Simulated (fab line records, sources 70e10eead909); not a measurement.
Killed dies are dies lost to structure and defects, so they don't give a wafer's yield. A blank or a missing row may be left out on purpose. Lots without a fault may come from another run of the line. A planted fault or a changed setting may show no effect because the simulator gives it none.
Chamber matching | flow nand_harc | NHARC_A_STAIRCASE_TRIM_220 on rie_diel-10: 4 sister chambers
The step chemistry O2, time 211.2 s. 8 wafers are shown with their chamber, then 10 later ones without.

WAFERS WITH THEIR CHAMBER
wafer  | chamber | drypump_motor_current_A (A) | showerhead_plenum_p_Torr (Torr)
L080.5 | 0       | 6.3                         | 3.53
L081.5 | 2       | 5.9                         | 3.33
L081.6 | 3       | 5.6                         | 3.40
L089.1 | 1       | 5.2                         | 3.40
L089.2 | 0       | 6.3                         | 3.52
L089.3 | 2       | 6.0                         | 3.32
L091.3 | 3       | 5.5                         | 3.39
L091.4 | 1       | 5.2                         | 3.39

WAFERS WITHOUT THEIR CHAMBER
wafer  | drypump_motor_current_A (A) | showerhead_plenum_p_Torr (Torr)
L091.6 | 6.3                         | 3.51
L094.4 | 5.5                         | 3.38
L094.5 | 6.0                         | 3.31
L094.6 | 5.2                         | 3.39
L096.1 | 5.6                         | 3.38
L096.2 | 6.3                         | 3.51
L096.3 | 5.9                         | 3.30
L095.1 | 6.3                         | 3.50
L095.2 | 5.6                         | 3.38
L095.5 | 6.4                         | 3.50

WHICH CHAMBER EACH WENT THROUGH
wafer  | from the rows above | in truth
L091.6 | 0                   | 0
L094.4 | 3                   | 3
L094.5 | 2                   | 2
L094.6 | 1                   | 1
L096.1 | 3                   | 3
L096.2 | 0                   | 0
L096.3 | 2                   | 2
L095.1 | 0                   | 0
L095.2 | 3                   | 3
L095.5 | 0                   | 0
Placed correctly: 10 of 10. Can't be placed from these rows: 0. Placed wrongly: 0.
How it was worked out, from the rows above alone: a wafer's distance from a chamber is the root of the sum, over the readings, of the square of ((its reading less the chamber's mean) divided by the reading's scatter). The wafer belongs to the nearest chamber; if the next one is less than 2 further off, it can't be placed. A chamber's mean is the mean of its shown wafers. The scatter: the root of (the sum of the squares of (reading less its chamber's mean) over the shown wafers, divided by (wafers less chambers)).
